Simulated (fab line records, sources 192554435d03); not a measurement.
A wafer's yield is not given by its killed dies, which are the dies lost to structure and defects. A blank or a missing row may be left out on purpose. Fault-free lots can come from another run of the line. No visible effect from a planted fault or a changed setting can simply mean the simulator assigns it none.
Comparing a struck lot with a sound one | flow n5 finfet | 43 out of 1938 route steps
Sound: wafers L223.2, L223.4, L223.6. Struck: wafer L225.2 (left out: L225.5, a lot-mate that was not struck); the cause follows at the end.
Each step with rows lists, per side, the tool, then ch with its chambers, then its first start. Under that, the readings that differ: sound wafers | struck wafers | difference of the means | sigmas: that difference in standard deviations of wafers without a fault.
alike: readings whose means differ by less than 2 such deviations, and words and numbers that are the same on both sides. not compared: withheld readings, readings that some wafer has no value for, bounds like >300 that may hide the same value, and numbers for which the record gives no deviation and whose values overlap.
The two part at a step that has a row with sigmas, a row that says differs or no value, or rows on one side only. When numbers do not overlap yet have no deviation, they are printed without sigmas and do not part them. A reading that every wafer of one side lacks parts them only if that side has two wafers or more.

first, 4 steps without rows for these wafers: N5_STI_FIN_REVEAL_ALD_14 (deposits Si3N4, target thk 3 nm); N5_STI_FIN_REVEAL_FCVD_FILL_01 (material SiO2 flowable, target thk 312 nm, time 512.2 s); N5_STI_FIN_REVEAL_DENSIFY_02 (time 1800 s); N5_STI_FIN_REVEAL_CMP_04 (polishes, stops on Si3N4, t overpolish 4 s, target thk 131.83 nm).
N5_STI_FIN_REVEAL_THK_MEAS_05:
  struck on film metro-01, day 4 05:05; sound on film metro-02, day 3 18:32
  reading     | sound             | struck | difference | sigmas
  thk nm (nm) | 133.3 133.8 133.6 | 131.2  | -2.4       | -2
after that, 1 step had no rows for these wafers: N5_STI_FIN_REVEAL_DENSIFY_30.
N5_STI_FIN_REVEAL_ETCHBACK_08: etches SiO2 in C4F6/O2, target depth 30.5 nm, time 10.167 s.
  sound on rie diel-01 ch 0,2, day 3 18:47; struck on rie diel-06 ch 0, day 4 05:23
  alike: drypump motor current A, oes product au, rf vpp V, showerhead plenum p Torr, throttle valve pct
  not compared: rf hours counter h
N5_STI_FIN_REVEAL_STRIP_24: strips in N2/H2, time 90 s.
  sound on rie diel-01 ch 0,2, day 3 18:49; struck on rie diel-06 ch 0, day 4 05:26
  alike: drypump motor current A, oes product au, rf vpp V, showerhead plenum p Torr, throttle valve pct
  not compared: rf hours counter h
then, 4 steps without rows for these wafers: N5_STI_FIN_REVEAL_PRECLEAN_25 (cleans in SPM, time 90 s); N5_STI_FIN_REVEAL_PRECLEAN_26 (cleans in SC1, time 45 s); N5_STI_FIN_REVEAL_PRECLEAN_29 (cleans in DHF, time 30 s); N5_STI_FIN_REVEAL_SRD_12 (time 30 s).
N5_STI_FIN_REVEAL_RECESS_09: chemistry HF/NH3, target SiO2, afs cycles 11, target depth 42.5 nm, sublimation time 60 s.
  sound on vapor etch-02 ch 0,1, day 3 19:02; struck on vapor etch-01 ch 1, day 4 05:38
  alike: drypump motor current A
then, 2 steps without rows for these wafers: N5_STI_FIN_REVEAL_STRIP_16 (strips SiNx in H3PO4, target depth 23.8 nm); N5_STI_FIN_REVEAL_PRECLEAN_17 (cleans in NF3:NH3, afs cycles 1, time 20 s, sublimation time 60 s).
N5_STI_FIN_REVEAL_ETCH_34: etches Si in H2, material Si, target depth 0.97 nm.
  sound on rie si-06 ch 0,2, day 3 21:07; struck on rie si-01 ch 1, day 4 07:44
  alike: drypump motor current A, oes product au, throttle valve pct
  not compared: rf hours counter h
N5_STI_FIN_REVEAL_OXIDATION_31: chemistry O2 PLASMA REMOTE, time 20 s.
  sound on plasma asher-01 ch 0,1, day 3 21:11; struck on plasma asher-01 ch 0, day 4 07:48
  alike: drypump motor current A, heater power w, o2 flow sccm, temp c max
  not compared: rf hours counter h
then, 6 steps without rows for these wafers: N5_STI_FIN_REVEAL_PRECLEAN_32 (cleans in NF3:NH3, afs cycles 1, time 20 s, sublimation time 60 s); N5_STI_FIN_REVEAL_STRIP_35 (strips Si3N4 in H3PO4, target depth 4 nm, time 39 s); N5_STI_FIN_REVEAL_SRD_21 (time 30 s); N5_STI_FIN_REVEAL_OXIDATION_33 (chemistry O2 PLASMA REMOTE, time 20 s); N5_STI_FIN_REVEAL_CLEAN_19 (cleans in O3/DIW, time 120 s); N5_STI_FIN_REVEAL_SRD_23 (time 30 s).
N5_STI_FIN_REVEAL_CD_MEAS_22: target cd 6.238 nm, pitch 28 nm.
  struck on cd sem-03, day 4 08:19; sound on cd sem-03, day 3 21:42
  alike: cd nm
N5_STI_FIN_REVEAL_FIN_H_MEAS_10:
  struck on ocd-02, day 4 08:20; sound on ocd-02, day 3 21:44
  reading              | sound          | struck | difference | sigmas
  trench depth nm (nm) | 52.2 51.6 51.5 | 56.1   | +4.3       | +5
then, 2 steps without rows for these wafers: N5_STI_FIN_REVEAL_PRECLEAN_18 (cleans in SC2, time 45 s); N5_STI_FIN_REVEAL_SRD_28 (time 30 s).
N5_STI_FIN_REVEAL_INSPECT_13: inspects for defects (darkfield).
  struck on defect inspect-01, day 4 08:26; sound on defect inspect-02, day 3 21:49
  alike: raw defect count
then, 6 steps without rows for these wafers: N5_DUMMY_GATE_PRECLEAN_00 (cleans in O3/DIW, time 60 s); N5_DUMMY_GATE_SRD_01 (time 30 s); N5_DUMMY_GATE_ALD_02 (deposits SiO2, target thk 2 nm, pulse time 1 s); N5_DUMMY_GATE_CVD_03 (deposits a-Si from SiH4, target thk 150 nm, time 8042 s); N5_DUMMY_GATE_PRECLEAN_46 (cleans in DIW, time 89.5 s); N5_DUMMY_GATE_SRD_47 (dry time 32 s).
N5_DUMMY_GATE_CMP_04: polishes a-Si.
  sound on cmp-04 ch 1,2,3, day 4 03:34; struck on cmp-04 ch 2, day 4 12:53
  alike: motor current A, time to endpoint s
N5_DUMMY_GATE_THK_MEAS_05:
  struck on film metro-02, day 4 13:07; sound on film metro-01, day 4 03:48
  alike: thk nm
then, 6 steps without rows for these wafers: N5_DUMMY_GATE_HM_DEP_06 (deposits SiNx from DCS/NH3, target thk 80 nm, time 5141 s); N5_DUMMY_GATE_PECVD_30 (deposits SiO2 from TEOS/O2, target thk 55 nm, time 10.8 s); N5_DUMMY_GATE_COAT_34 (time 60 s, resist thk 60 nm); N5_DUMMY_GATE_COAT_35 (time 60 s, resist thk 10 nm); N5_DUMMY_GATE_COAT_28 (time 60 s, resist thk 10 nm); N5_DUMMY_GATE_COAT_09 (resist thk 30 nm).
-- here the record skips 5 days between the struck wafers' starts before and after, leaving off in module DUMMY_GATE and picking up in module BEOL_M4 (first step shown: number 1111 of the route) --
N5_BEOL_M4_RC_MEAS_101:
  sound on prober-01 ch 0, day 9 14:41; struck on prober-01 ch 0, day 9 16:50
  reading       | sound             | struck | difference | sigmas
  ION_N (uA/um) | 675 679 659       | 713    | +42        | +4
  ION_P (uA/um) | 459 463 450       | 499    | +42        | +5
  SS_N (mV/dec) | 72.2 72.2 71.8    | 70.8   | -1.3       | -2
  VT_N (mV)     | 249.2 247.8 253.4 | 244.5  | -5.6       | -2
  alike: DIBL_N, DIBL_P, IOFF_N, IOFF_P, SS_P, VT_P

== WHERE THEY PART ==
Last at N5_BEOL_M4_RC_MEAS_101 as far as this record goes, first at N5_STI_FIN_REVEAL_THK_MEAS_05.

WHY: whatever the simulator had introduced
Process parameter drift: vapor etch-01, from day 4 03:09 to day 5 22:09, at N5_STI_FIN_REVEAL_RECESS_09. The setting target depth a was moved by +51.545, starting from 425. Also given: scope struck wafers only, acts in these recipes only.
